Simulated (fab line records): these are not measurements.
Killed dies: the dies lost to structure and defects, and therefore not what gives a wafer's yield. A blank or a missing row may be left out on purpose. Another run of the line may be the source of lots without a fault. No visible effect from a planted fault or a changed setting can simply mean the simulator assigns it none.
fab line records	flow n5_finfet
record: lots: 7	wafers: 21
route steps=1938 shown BEOL_M5@1130 BEOL_M6@1212 BEOL_M7@1299
start_h: start of the lot's first displayed wafer, in hours after the record's first day	wait_h: how many hours have passed since the lot's step before this one	" identical to the entry in the row above	L1.1+2: one row covering several wafers at once	- no value present, or no start provided	* or withheld: withheld	< > ~ a bound
route shown NAME@n: names a module that has steps shown in the file, with the first one's number in the route	usual: average and standard deviation across the fault-free wafers	same: alike in all rows	chamber/n: place in a boat	sites: each site's reading	_std_site: how widely they spread, as a standard deviation	_edge_site: the outer-site mean with the inner-site mean subtracted	radius_mm: for every site, how far away it sits from the centre of the wafer	mask NAME#n: copy n	behind: the most recent tool/chamber to have shaped the wafer	hold: the reason the lot was held/the length of the hold in hours/how it ended	device: the transistor (n, p or np) that didn't switch	end of line: tests run on the same wafers once the route is complete	a step given without rows: its recipe and nothing more	killed: count of dies lost to structure and defects at first sort (not the wafer's yield)	map: a wafer's dies, marking killed ones x, the rest . and places with no die _
set.NAME: setting as actually run; set.NAME@STEP: the setting as run at that earlier step	model.NAME: the simulator's own value behind a step, which no gauge read
one table per step and one row per wafer, for lots whose settings were changed on purpose
== steps ==
step: N5_BEOL_M5_ETCH_72
recipe: chemistry: N2/H2	target: underlayer	target_depth_a: 65	mask_material: CAR-EUV	time_s: 5.2	ion_energy_ev: 200	pressure_mtorr: 30	source_w: 840	bias_w: 150	n2_flow_sccm: 200	h2_flow_sccm: 200	ends: cleared
usual: etch_rf_on_time_s: 5.21/0.11	rf_vpp_V: 524.8/2.1
lot.wafer	tool	chamber	start_h	wait_h	set.source_w	etch_rf_on_time_s	rf_vpp_V
L074.1	rie_diel-05	2	178.06	0.0	793.5	5.70	536.4
L074.4	"	3	"	"	840	5.16	524.3
L074.5	"	0	"	"	840	5.22	527.3
L076.1	rie_diel-05	3	198.71	0.0	840	5.20	523.8
L076.2	"	2	"	"	840	5.38	524.3
L076.3	"	0	"	"	840	5.24	527.8
L077.1	rie_diel-02	2	198.91	0.0	760.6	5.77	541.7
L077.3	"	0	"	"	840	5.26	530.4
L077.6	"	2	"	"	840	5.33	524.3
L078.2	rie_diel-05	2	202.82	0.0	991.1	4.74	495.9
L078.3	"	0	"	"	991.1	4.55	499.6
L078.6	"	0	"	"	840	5.25	526.4
L081.1	rie_diel-05	2	221.79	0.0	840	5.34	524.3
L081.3	"	1	"	"	840	5.08	525.5
L081.4	"	1	"	"	840	5.09	524.5
L085.1	rie_diel-05	3	237.01	0.0	840	5.15	522.5
L085.4	"	1	"	"	840	5.06	521.3
L085.5	"	0	"	"	840	5.26	526.5
L088.1	rie_diel-05	0	271.92	0.0	840	5.29	524.2
L088.2	"	1	"	"	726.9	5.72	548.7
L088.3	"	2	"	"	840	5.32	527.9
step: N5_BEOL_M5_COAT_74
recipe: resist: underlayer	temp_c: 205	time_s: 60	spin_rpm: 1500	resist_thk_nm: 5
lot.wafer	tool	chamber	start_h	wait_h	set.spin_rpm
L074.1+4+5	litho_track-01	0	-	-	1500
L076.1+2+3	litho_track-02	0	-	-	1500
L077.1+3+6	litho_track-04	0	-	-	1500
L078.2+3	litho_track-04	0	-	-	1448
L078.6	"	0	"	"	1500
L081.1+3	litho_track-02	0	-	-	1447
L081.4	"	0	"	"	1500
L085.1+5	litho_track-04	0	-	-	1661
L085.4	"	0	"	"	1500
L088.1+3	litho_track-01	0	-	-	1449
L088.2	"	0	"	"	1500
step: N5_BEOL_M5_COAT_22
recipe: resist: CAR-EUV	spin_rpm: 1500	resist_thk_nm: 30
step: N5_BEOL_M5_EBR_24
recipe: solvent: PGMEA	ebr_width_mm: 1.5
step: N5_BEOL_M5_DESCUM_33
recipe: chemistry: O2	time_s: 7	source_power_w: 50	bias_power_w: 20	pressure_mtorr: 20	rf_frequency_hz: 2.712e+07	temp_c: 40	resist: CAR-EUV	o2_flow_sccm: 225
step: N5_BEOL_M5_ETCH_75
recipe: chemistry: N2/H2	target: underlayer	target_depth_a: 65	mask_material: CAR-EUV	time_s: 5.2	ion_energy_ev: 200	pressure_mtorr: 30	source_w: 840	bias_w: 150	n2_flow_sccm: 200	h2_flow_sccm: 200	ends: cleared
lot.wafer	tool	chamber	start_h	wait_h	set.spin_rpm@BEOL_M5_COAT_74	model.etch.depth_nm
L074.1+5	rie_diel-04	2,1	178.97	0.0	1500	5.014
L074.4	"	0	"	"	1500	5.015
L076.1	rie_diel-02	2	201.20	0.0	1500	5.014
L076.2	"	0	"	"	1500	4.988
L076.3	"	3	"	"	1500	5.004
L077.1	rie_diel-02	2	201.59	0.0	1500	5.023
L077.3	"	3	"	"	1500	5.014
L077.6	"	3	"	"	1500	5.011
L078.2	rie_diel-04	0	206.14	0.0	1448	5.103
L078.3	"	2	"	"	1448	5.11
L078.6	"	0	"	"	1500	5.004
L081.1	rie_diel-04	1	222.65	0.0	1447	5.106
L081.3	"	2	"	"	1447	5.094
L081.4	"	0	"	"	1500	5.017
L085.1	rie_diel-05	0	238.06	0.0	1661	4.747
L085.4	"	3	"	"	1500	4.983
L085.5	"	1	"	"	1661	4.739
L088.1+3	rie_diel-04	3,1	273.20	0.0	1449	5.087
L088.2	"	0	"	"	1500	5.008
step: N5_BEOL_M5_ETCH_68
recipe: chemistry: N2/H2	target: SOC	target_depth_a: 800	overetch_a: 160	mask_material: SiARC	temp_c: 40	time_s: 120	ion_energy_ev: 200	pressure_mtorr: 30	source_w: 840	bias_w: 150	n2_flow_sccm: 200	h2_flow_sccm: 200
lot.wafer	tool	chamber	start_h	wait_h	set.time_s	model.SiARC_of_BEOL_M5_COAT_66.thk_nm
L074.1	rie_diel-04	2	179.02	0.0	120	6.2
L074.4+5	"	0,1	"	"	143.9	5.2
L076.1	rie_diel-02	2	201.24	0.0	120	6.6
L076.2+3	"	0,3	"	"	120	6.4
L077.1	rie_diel-02	2	201.63	0.0	131	6.2
L077.3	"	3	"	"	120	6.4
L077.6	"	3	"	"	131	6
L078.2	rie_diel-04	0	206.19	0.0	120	6.4
L078.3	"	2	"	"	120	6.2
L078.6	"	0	"	"	141.9	5.4
L081.1	rie_diel-04	1	222.70	0.0	120	6.2
L081.3	"	2	"	"	94.04	7.4
L081.4	"	0	"	"	120	6.4
L085.1+4	rie_diel-05	0,3	238.10	0.0	120	6.4
L085.5	"	1	"	"	146.5	5
L088.1+2	rie_diel-04	3,0	273.24	0.0	120	6.4
L088.3	"	1	"	"	120	6.2
step: N5_BEOL_M5_ETCH_41
recipe: chemistry: CH3F/O2	target: SiCN	target_depth_a: 315	taper_deg: 2	time_s: 56.7	ion_energy_ev: 120	mask_material: TiN	pressure_mtorr: 30	source_w: 395	bias_w: 75	Ar_flow_sccm: 150	CH3F_flow_sccm: 30	O2_flow_sccm: 20
usual: rf_vpp_V: 297.8/1.4
lot.wafer	tool	chamber	start_h	wait_h	set.source_w	rf_vpp_V	model.etch.depth_nm
L074.1	rie_diel-04	2	-	-	395	298.4	22.17
L074.4	"	0	"	"	395	297.7	21.84
L074.5	"	1	"	"	395	295.4	22.08
L076.1	rie_diel-02	2	-	-	395	297.8	20.87
L076.2	"	0	"	"	395	299.7	21.62
L076.3	"	3	"	"	395	299.3	20.89
L077.1	rie_diel-02	2	-	-	395	297.4	20.95
L077.3	"	3	"	"	348.1	310.8	20.07
L077.6	"	3	"	"	348.1	313.0	20.14
L078.2	rie_diel-04	0	-	-	395	298.7	21.33
L078.3	"	2	"	"	449.6	284.6	23.17
L078.6	"	0	"	"	449.6	284.6	22.55
L081.1	rie_diel-04	1	-	-	395	296.9	21.69
L081.3	"	2	"	"	395	296.7	21.84
L081.4	"	0	"	"	395	297.7	21.41
L085.1	rie_diel-05	0	-	-	348.8	312.0	20.24
L085.4	"	3	"	"	395	294.7	21.48
L085.5	"	1	"	"	395	296.7	21.58
L088.1	rie_diel-04	3	-	-	395	297.9	21.56
L088.2	"	0	"	"	395	297.3	21.33
L088.3	"	1	"	"	361.6	305.1	21.09
step: N5_BEOL_M6_ETCH_62
recipe: chemistry: N2/H2	target: SOC	target_depth_a: 1100	overetch_a: 220	mask_material: SiARC	temp_c: 40	time_s: 165	ion_energy_ev: 200	pressure_mtorr: 30	source_w: 840	bias_w: 150	n2_flow_sccm: 200	h2_flow_sccm: 200
lot.wafer	tool	chamber	start_h	wait_h	set.time_s
L074.1+4	rie_diel-03	2,1	191.75	0.0	165
L074.5	"	1	"	"	175.9
L076.1+2+3	rie_diel-06	0,3,1	212.72	0.0	165
L077.1+3	rie_diel-01	2,1	213.02	0.0	165
L077.6	"	2	"	"	193.1
L078.2+6	rie_diel-06	0,1	217.22	0.0	179.7
L078.3	"	1	"	"	165
L081.1+3+4	rie_diel-01	0,1,2	233.69	0.0	165
L085.1+4	rie_diel-01	0,3	250.13	0.0	155.7
L085.5	"	0	"	"	165
L088.1+2	rie_diel-01	3,1	282.45	0.0	181.3
L088.3	"	2	"	"	165
step: N5_BEOL_M6_STRIP_68
recipe: chemistry: N2/H2	temp_c: 40	n2_flow_sccm: 200	h2_flow_sccm: 200	rf_frequency_hz: 6e+07
step: N5_BEOL_M6_STRIP_67
recipe: chemistry: CF4	resist: SiARC	power_w: 300	bias_power_w: 75	pressure_mtorr: 50	cf4_flow_sccm: 150	rf_frequency_hz: 6e+07
step: N5_BEOL_M6_HM_OPEN_17
recipe: chemistry: Cl2/BCl3	target_depth_a: 200	overetch_a: 60	target: TiN	mask_material: SOC	ion_energy_ev: 150	pressure_mtorr: 10	icp_w: 1000	bias_w: 126	Cl2_flow_sccm: 53.25	bcl3_flow_sccm: 21.75	Ar_flow_sccm: 25
lot.wafer	tool	chamber	start_h	wait_h	set.time_s@BEOL_M6_ETCH_62	model.etch.depth_nm
L074.1	rie_metal-03	0	191.93	0.0	165	19.69
L074.4	"	0	"	"	165	19.76
L074.5	"	1	"	"	175.9	18.72
L076.1	rie_metal-02	0	212.91	0.0	165	20.32
L076.2	"	1	"	"	165	20.3
L076.3	"	1	"	"	165	20.27
L077.1	rie_metal-01	1	213.20	0.0	165	20.26
L077.3	"	1	"	"	165	20.27
L077.6	"	0	"	"	193.1	17.4
L078.2	rie_metal-01	0	217.41	0.0	179.7	18.97
L078.3	"	1	"	"	165	20.29
L078.6	"	1	"	"	179.7	18.76
L081.1	rie_metal-01	0	233.88	0.0	165	20.24
L081.3	"	1	"	"	165	20.19
L081.4	"	0	"	"	165	20.06
L085.1	rie_metal-03	0	250.32	0.0	155.7	19.73
L085.4	"	0	"	"	155.7	19.83
L085.5	"	1	"	"	165	19.69
L088.1	rie_metal-03	1	282.63	0.0	181.3	18.69
L088.2	"	0	"	"	181.3	18.52
L088.3	"	1	"	"	165	20.34
step: N5_BEOL_M6_COAT_22
recipe: resist: CAR-EUV	spin_rpm: 1500	resist_thk_nm: 30
lot.wafer	tool	chamber	start_h	wait_h	set.spin_rpm	model.CAR-EUV_of_BEOL_M6_COAT_22.thk_nm
L074.1	litho_track-02	0	-	-	1500	29.8
L074.4+5	"	0	"	"	1587	29
L076.1	litho_track-03	0	-	-	1500	29.8
L076.2+3	"	0	"	"	1500	30
L077.1	litho_track-05	0	-	-	1500	30
L077.3	"	0	"	"	1500	30.2
L077.6	"	0	"	"	1342	31.8
L078.2+6	litho_track-03	0	-	-	1662	28.4
L078.3	"	0	"	"	1500	29.8
L081.1	litho_track-03	0	-	-	1500	30
L081.3+4	"	0	"	"	1544	29.6
L085.1	litho_track-02	0	-	-	1596	29
L085.4+5	"	0	"	"	1500	30
L088.1+2+3	litho_track-03	0	-	-	1570	29.4
step: N5_BEOL_M6_EBR_24
recipe: solvent: PGMEA	ebr_width_mm: 1.5
step: N5_BEOL_M6_SOFTBAKE_23
recipe: temp_c: 110	time_s: 60	resist: CAR-EUV
step: N5_BEOL_M6_DESCUM_33
recipe: chemistry: O2	time_s: 7	source_power_w: 50	bias_power_w: 20	pressure_mtorr: 20	rf_frequency_hz: 2.712e+07	temp_c: 40	resist: CAR-EUV	o2_flow_sccm: 225
lot.wafer	tool	chamber	start_h	wait_h	set.spin_rpm@BEOL_M6_COAT_22	model.CAR-EUV_of_BEOL_M6_COAT_22.thk_nm
L074.1	rie_diel-06	3	194.47	0.4	1500	26
L074.4	"	2	"	"	1587	25
L074.5	"	1	"	"	1587	25.2
L076.1+2+3	rie_diel-03	0,3,1	216.80	0.3	1500	26
L077.1+3	rie_diel-01	0,3	217.11	0.6	1500	26.2
L077.6	"	3	"	"	1342	27.8
L078.2	rie_diel-06	1	219.97	0.0	1662	24.6
L078.3	"	3	"	"	1500	26
L078.6	"	2	"	"	1662	24.4
L081.1	rie_diel-01	2	237.28	1.2	1500	26
L081.3+4	"	1,3	"	"	1544	25.6
L085.1	rie_diel-06	1	252.15	0.9	1596	25.2
L085.4+5	"	0,1	"	"	1500	26
L088.1+2+3	rie_diel-03	3,1,2	284.27	0.0	1570	25.4
step: N5_BEOL_M7_DESCUM_33
recipe: chemistry: O2	time_s: 7	source_power_w: 50	bias_power_w: 20	pressure_mtorr: 20	rf_frequency_hz: 2.712e+07	temp_c: 40	resist: CAR-EUV	o2_flow_sccm: 225
lot.wafer	tool	chamber	start_h	wait_h	set.time_s	model.CAR-EUV_of_BEOL_M7_COAT_22.thk_nm
L074.1	rie_diel-02	2	204.80	0.2	5.495	26.8
L074.4	"	0	"	"	7	26
L074.5	"	0	"	"	5.495	27
L076.1+3	rie_diel-04	3,0	223.64	0.1	7	26
L076.2	"	1	"	"	7	26.2
L077.1+3	rie_diel-02	0,2	227.82	0.1	7	26
L077.6	"	3	"	"	7	26.2
L078.2	rie_diel-02	1	230.05	0.0	7	25.8
L078.3+6	"	3,0	"	"	6.143	26.4
L081.1	rie_diel-05	1	248.83	0.3	6.361	26.4
L081.3+4	"	3,2	"	"	7	26
L085.1	rie_diel-05	0	262.85	0.1	7	26
L085.4	"	2	"	"	5.88	26.8
L085.5	"	2	"	"	7	26.2
L088.1	rie_diel-05	1	294.36	0.0	6.282	26.4
L088.2	"	0	"	"	7	26
L088.3	"	2	"	"	7	26.2
step: N5_BEOL_M7_ETCH_72
recipe: chemistry: N2/H2	target: underlayer	target_depth_a: 65	mask_material: CAR-EUV	time_s: 5.2	ion_energy_ev: 200	pressure_mtorr: 30	source_w: 840	bias_w: 150	n2_flow_sccm: 200	h2_flow_sccm: 200	ends: cleared
lot.wafer	tool	chamber	start_h	wait_h	set.time_s@BEOL_M7_DESCUM_33	model.CAR-EUV_of_BEOL_M7_COAT_22.thk_nm
L074.1+5	rie_diel-02	2,0	204.85	0.0	5.495	21.2
L074.4	"	0	"	"	7	20.4
L076.1+2+3	rie_diel-04	3,1,0	223.68	0.0	7	20.4
L077.1+6	rie_diel-02	0,3	227.86	0.0	7	20.4
L077.3	"	2	"	"	7	20.2
L078.2	rie_diel-02	1	230.08	0.0	7	20.2
L078.3+6	"	3,0	"	"	6.143	20.8
L081.1	rie_diel-05	1	248.87	0.0	6.361	20.6
L081.3+4	"	3,2	"	"	7	20.2
L085.1+5	rie_diel-05	0,2	262.89	0.0	7	20.4
L085.4	"	2	"	"	5.88	21
L088.1	rie_diel-05	1	294.39	0.0	6.282	20.6
L088.2+3	"	0,2	"	"	7	20.4
step: N5_BEOL_M7_TRENCH_ETCH_37
recipe: chemistry: C4F6/O2	target_depth_a: 934.78	target: SiCOH_lowk	time_s: 31.2	ion_energy_ev: 250	pressure_mtorr: 30	source_w: 345	bias_w: 185	Ar_flow_sccm: 300	C4F6_flow_sccm: 10	O2_flow_sccm: 10
lot.wafer	tool	chamber	start_h	wait_h	set.time_s	model.etch.depth_nm	model.BEOL_M7.feature_depth_nm
L074.1	rie_diel-02	2	-	-	28.16	83.29	83.2
L074.4	"	0	"	"	31.2	95.39	95.4
L074.5	"	0	"	"	28.16	85.54	85.6
L076.1	rie_diel-04	3	-	-	31.2	92.74	92.8
L076.2	"	1	"	"	31.2	95.68	95.6
L076.3	"	0	"	"	31.2	92.79	92.8
L077.1	rie_diel-02	0	-	-	31.2	93.64	93.6
L077.3	"	2	"	"	26.52	77.91	78
L077.6	"	3	"	"	31.2	91.91	92
L078.2	rie_diel-02	1	-	-	31.2	93.58	93.6
L078.3	"	3	"	"	27.66	82.35	82.4
L078.6	"	0	"	"	27.66	84.42	84.4
L081.1	rie_diel-05	1	-	-	24.89	75.43	75.4
L081.3	"	3	"	"	24.89	73.54	73.6
L081.4	"	2	"	"	24.89	73.31	73.4
L085.1	rie_diel-05	0	-	-	31.2	90.86	90.8
L085.4	"	2	"	"	31.2	91.98	92
L085.5	"	2	"	"	31.2	91.43	91.4
L088.1	rie_diel-05	1	-	-	31.2	94.42	94.4
L088.2	"	0	"	"	31.2	92.1	92
L088.3	"	2	"	"	31.2	92.16	92.2
step: N5_BEOL_M7_ETCH_41
recipe: chemistry: CH3F/O2	target: SiCN	target_depth_a: 319	taper_deg: 2	time_s: 57.8	ion_energy_ev: 120	mask_material: TiN	pressure_mtorr: 30	source_w: 395	bias_w: 75	Ar_flow_sccm: 150	CH3F_flow_sccm: 30	O2_flow_sccm: 20
step: N5_BEOL_M7_STRIP_80
recipe: chemistry: N2/H2	time_s: 10	power_w: 450	temp_c: 40	pressure_mtorr: 20	rf_frequency_hz: 6e+07	bias_power_w: 7	n2_flow_sccm: 200	h2_flow_sccm: 200
step: N5_BEOL_M7_OCD_MEAS_38
usual: trench_depth_nm: 93.2/1.5
lot.wafer	tool	chamber	start_h	wait_h	set.time_s@BEOL_M7_TRENCH_ETCH_37	trench_depth_nm
L074.1	ocd-02	-	205.43	-	28.16	83.2
L074.4	"	-	"	"	31.2	95.6
L074.5	"	-	"	"	28.16	85.0
L076.1	ocd-02	-	224.07	-	31.2	92.9
L076.2	"	-	"	"	31.2	95.5
L076.3	"	-	"	"	31.2	92.8
L077.1	ocd-02	-	228.25	-	31.2	93.5
L077.3	"	-	"	"	26.52	77.9
L077.6	"	-	"	"	31.2	92.3
L078.2	ocd-02	-	230.48	-	31.2	94.0
L078.3	"	-	"	"	27.66	82.4
L078.6	"	-	"	"	27.66	84.2
L081.1	ocd-02	-	249.26	-	24.89	75.0
L081.3	"	-	"	"	24.89	72.8
L081.4	"	-	"	"	24.89	73.7
L085.1	ocd-01	-	263.28	-	31.2	90.2
L085.4	"	-	"	"	31.2	92.0
L085.5	"	-	"	"	31.2	91.4
L088.1	ocd-01	-	294.79	-	31.2	94.2
L088.2	"	-	"	"	31.2	91.9
L088.3	"	-	"	"	31.2	92.1
step: N5_BEOL_M7_HM_STRIP_39
recipe: chemistry: peroxide_tin_strip	material: TiN	target_depth_a: 250	temp_c: 50	time_s: 158
step: N5_BEOL_M7_SRD_40
recipe: time_s: 30	temp_c: 23	rinse_liquid: diw	dry: ipa_marangoni
step: N5_BEOL_M7_ECD_50
recipe: material: Cu	target_thk_a: 3000
step: N5_BEOL_M7_ANNEAL_51
recipe: temp_c: 225	time_s: 90	ambient: N2
step: N5_BEOL_M7_CMP_52
recipe: stop_on: SiCOH_lowk	t_overpolish_s: 6.9	down_force_psi: 1	platen_rpm: 50	clearing_platen_down_force_psi: 1.5	clearing_platen_rpm: 50	post_cmp_clean: cu_alkaline	target_thk_nm: 80	clearing_platen_pad_velocity_m_s: 0.99484	pad_velocity_m_s: 0.99484
lot.wafer	tool	chamber	start_h	wait_h	set.time_s@BEOL_M7_TRENCH_ETCH_37	model.Cu_of_BEOL_M7_ECD_50.thk_nm
L074.4	cmp-02	0	207.89	0.1	31.2	80
L074.1	"	2	"	"	28.16	69.8
L074.5	"	1	"	"	28.16	71.8
L076.3	cmp-01	1	229.24	0.2	31.2	79.6
L076.1	"	2	"	"	31.2	78
L076.2	"	3	"	"	31.2	83.2
L077.3	cmp-04	2	230.90	0.2	26.52	64.6
L077.1	"	3	"	"	31.2	78.6
L077.6	"	3	"	"	31.2	77.2
L078.3	cmp-01	3	233.24	0.2	27.66	69.6
L078.2	"	1	"	"	31.2	80
L078.6	"	2	"	"	27.66	69.4
L081.1	cmp-02	0	251.12	0.3	24.89	61.2
L081.3	"	1	"	"	24.89	59.8
L081.4	"	2	"	"	24.89	61.6
L085.1	cmp-01	1	265.28	0.3	31.2	76
L085.4	"	3	"	"	31.2	77.2
L085.5	"	1	"	"	31.2	76.4
L088.2	cmp-04	1	297.70	0.4	31.2	78.4
L088.1	"	2	"	"	31.2	81.2
L088.3	"	0	"	"	31.2	77.8
step: N5_BEOL_M7_THK_MEAS_53
recipe: thk_meas_gauge: xrf	reads: Cu_of_BEOL_M7_ECD_50
usual: M7_THK: 77.7/1.9
lot.wafer	tool	chamber	start_h	wait_h	set.time_s@BEOL_M7_TRENCH_ETCH_37	M7_THK[nm]
L074.1	film_metro-01	-	208.19	-	28.16	68.9
L074.4	"	-	"	"	31.2	79.0
L074.5	"	-	"	"	28.16	70.7
L076.1	film_metro-02	-	229.54	-	31.2	75.7
L076.2	"	-	"	"	31.2	80.8
L076.3	"	-	"	"	31.2	76.9
L077.1	film_metro-02	-	231.20	-	31.2	76.2
L077.3	"	-	"	"	26.52	62.7
L077.6	"	-	"	"	31.2	75.0
L078.2	film_metro-01	-	233.49	-	31.2	77.9
L078.3	"	-	"	"	27.66	67.7
L078.6	"	-	"	"	27.66	67.5
L081.1	film_metro-02	-	251.38	-	24.89	60.4
L081.3	"	-	"	"	24.89	59.0
L081.4	"	-	"	"	24.89	60.7
L085.1	film_metro-01	-	265.54	-	31.2	74.1
L085.4	"	-	"	"	31.2	75.0
L085.5	"	-	"	"	31.2	74.3
L088.1	film_metro-01	-	298.00	-	31.2	78.7
L088.2	"	-	"	"	31.2	76.8
L088.3	"	-	"	"	31.2	75.3
step: N5_BEOL_M7_PRE_CLEAN_55
recipe: gas: NH3	time_s: 15	temp_c: withheld	rf_power_w: 300
step: N5_BEOL_M7_DEP_56
recipe: material: SiCN	target_thk_a: 100	temp_c: withheld	precursor: 3MS/NH3	pressure_torr: 3	rf_w: 202	time_s: 17.5
step: N5_BEOL_M7_RS_MEAS_57
recipe: thk_meas_gauge: four-point-probe	reads: Cu_of_BEOL_M7_ECD_50+Co_of_BEOL_M7_CVD_78+TaN_of_BEOL_M7_ALD_77
usual: M7_RS: 0.288/0.0077
lot.wafer	tool	chamber	start_h	wait_h	set.time_s@BEOL_M7_TRENCH_ETCH_37	M7_RS[ohm/sq]
L074.1	film_metro-01	-	208.32	0.1	28.16	0.336
L074.4	"	-	"	"	31.2	0.286
L074.5	"	-	"	"	28.16	0.325
L076.1	film_metro-02	-	229.67	0.1	31.2	0.295
L076.2	"	-	"	"	31.2	0.273
L076.3	"	-	"	"	31.2	0.287
L077.1	film_metro-02	-	231.36	0.1	31.2	0.293
L077.3	"	-	"	"	26.52	0.368
L077.6	"	-	"	"	31.2	0.298
L078.2	film_metro-01	-	233.63	0.1	31.2	0.286
L078.3	"	-	"	"	27.66	0.337
L078.6	"	-	"	"	27.66	0.337
L081.1	film_metro-02	-	251.51	0.1	24.89	0.394
L081.3	"	-	"	"	24.89	0.406
L081.4	"	-	"	"	24.89	0.392
L085.1	film_metro-01	-	265.67	0.1	31.2	0.303
L085.4	"	-	"	"	31.2	0.297
L085.5	"	-	"	"	31.2	0.301
L088.1	film_metro-02	-	298.16	0.1	31.2	0.281
L088.2	"	-	"	"	31.2	0.293
L088.3	"	-	"	"	31.2	0.296
== key ==
split: step: N5_BEOL_M5_ETCH_72	setting: source_w	stated: 840	by: wafer
response: step: N5_BEOL_M5_ETCH_72	reading: etch_rf_on_time_s	change: *	per: 1%	r: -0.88
response: step: N5_BEOL_M5_ETCH_72	reading: rf_vpp_V	change: -1.62	per: 1%	r: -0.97
split: step: N5_BEOL_M5_COAT_74	setting: spin_rpm	stated: 1500	by: wafer
response: step: N5_BEOL_M5_ETCH_75	reading: model.etch.depth_nm	change: -0.0231	per: 1%	r: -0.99
split: step: N5_BEOL_M5_ETCH_68	setting: time_s	stated: 120	by: wafer
response: step: N5_BEOL_M5_ETCH_68	reading: model.SiARC_of_BEOL_M5_COAT_66.thk_nm	change: -0.053	per: 1%	r: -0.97
split: step: N5_BEOL_M5_ETCH_41	setting: source_w	stated: 395	by: wafer
response: step: N5_BEOL_M5_ETCH_41	reading: rf_vpp_V	change: -1.15	per: 1%	r: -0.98
response: step: N5_BEOL_M5_ETCH_41	reading: model.etch.depth_nm	change: +0.0913	per: 1%	r: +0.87
split: step: N5_BEOL_M6_ETCH_62	setting: time_s	stated: 165	by: wafer
response: step: N5_BEOL_M6_HM_OPEN_17	reading: model.etch.depth_nm	change: -0.158	per: 1%	r: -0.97
split: step: N5_BEOL_M6_COAT_22	setting: spin_rpm	stated: 1500	by: wafer
response: step: N5_BEOL_M6_COAT_22	reading: model.CAR-EUV_of_BEOL_M6_COAT_22.thk_nm	change: -0.146	per: 1%	r: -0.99
response: step: N5_BEOL_M6_DESCUM_33	reading: model.CAR-EUV_of_BEOL_M6_COAT_22.thk_nm	change: -0.143	per: 1%	r: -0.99
split: step: N5_BEOL_M7_DESCUM_33	setting: time_s	stated: 7	by: wafer
response: step: N5_BEOL_M7_DESCUM_33	reading: model.CAR-EUV_of_BEOL_M7_COAT_22.thk_nm	change: -0.0422	per: 1%	r: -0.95
response: step: N5_BEOL_M7_ETCH_72	reading: model.CAR-EUV_of_BEOL_M7_COAT_22.thk_nm	change: -0.0377	per: 1%	r: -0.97
split: step: N5_BEOL_M7_TRENCH_ETCH_37	setting: time_s	stated: 31.2	by: wafer
response: step: N5_BEOL_M7_TRENCH_ETCH_37	reading: model.etch.depth_nm	change: +0.993	per: 1%	r: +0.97
response: step: N5_BEOL_M7_TRENCH_ETCH_37	reading: model.BEOL_M7.feature_depth_nm	change: +0.992	per: 1%	r: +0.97
response: step: N5_BEOL_M7_OCD_MEAS_38	reading: trench_depth_nm	change: +1.02	per: 1%	r: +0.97
response: step: N5_BEOL_M7_CMP_52	reading: model.Cu_of_BEOL_M7_ECD_50.thk_nm	change: +0.91	per: 1%	r: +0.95
response: step: N5_BEOL_M7_THK_MEAS_53	reading: M7_THK	change: +0.891	per: 1%	r: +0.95
response: step: N5_BEOL_M7_RS_MEAS_57	reading: M7_RS	change: -0.0047	per: 1%	r: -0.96
